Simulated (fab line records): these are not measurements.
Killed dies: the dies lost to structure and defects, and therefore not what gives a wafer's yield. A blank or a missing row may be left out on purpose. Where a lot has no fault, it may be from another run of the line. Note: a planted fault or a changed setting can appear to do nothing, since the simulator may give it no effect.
Matching of chambers	flow nand_harc	NHARC_A_CONTACT_DEP_24 on pecvd-04 has 3 sister chambers
The step deposits SiO2, target thk 500 nm. 27 wafers are shown with their chamber, then 12 later ones without.

== WAFERS PAIRED WITH THEIR CHAMBERS ==
wafer	chamber	throttle_valve_pct (%)	heater_power_w (W)
L074.2	0	16.7	472
L074.3	1	15.9	544
L074.5	1	16.0	565
L079.1	2	15.3	580
L079.3	2	15.4	616
L079.6	1	15.8	557
L081.2	1	15.9	592
L081.4	2	15.5	490
L081.5	2	15.3	536
L082.3	0	16.7	518
L082.5	2	15.6	627
L082.6	0	16.5	529
L083.2	1	15.9	587
L083.3	2	15.4	550
L083.4	2	15.3	594
L083.1	0	16.4	533
L083.5	0	16.6	416
L083.6	1	15.9	593
L080.2	0	16.5	471
L080.3	1	15.9	591
L080.4	0	16.5	487
L084.4	1	15.7	588
L084.5	0	16.3	533
L084.6	2	15.4	608
L090.1	0	16.7	453
L090.5	2	15.5	594
L090.6	0	16.6	485

SIGNATURES (means of the wafers above)
reading	chamber 0	chamber 1	chamber 2	scatter within a chamber
throttle_valve_pct	16.550	15.875	15.411	0.113
heater_power_w	489.70	577.12	577.22	36.3
Rule: for a wafer and a chamber, the distance is found by dividing, reading by reading, the gap between the wafer's reading and the chamber's mean by the reading's scatter, squaring, summing and taking the root. If the next closest chamber is less than 2 further off than the closest, the wafer can't be placed; otherwise it belongs to the closest. How the scatter is found: for the shown wafers, subtract from each reading the mean of its chamber, square and add these, divide the total by (wafers less chambers), then take the root.

== WAFERS WHOSE CHAMBER IS MISSING ==
wafer	throttle_valve_pct (%)	heater_power_w (W)
L093.1	16.5	489
L093.4	15.4	603
L093.6	16.0	536
L092.1	16.5	535
L092.2	15.5	648
L092.5	16.0	542
L095.1	16.4	508
L095.2	16.3	616
L095.4	16.4	518
L096.1	16.5	408
L096.3	15.8	575
L096.4	16.1	449

== CHAMBER TAKEN BY EACH ==
wafer	from the rows above	in truth
L093.1	0	0
L093.4	2	2
L093.6	1	1
L092.1	0	0
L092.2	can't be placed: 2 or 1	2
L092.5	1	1
L095.1	0	0
L095.2	can't be placed: 1 or 0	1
L095.4	0	0
L096.1	0	0
L096.3	1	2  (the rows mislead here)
L096.4	can't be placed: 1 or 0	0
Placed correctly: 8 of 12. Not placeable from these rows: 3 (in 3, the candidates include the true chamber). 1 placed wrongly.
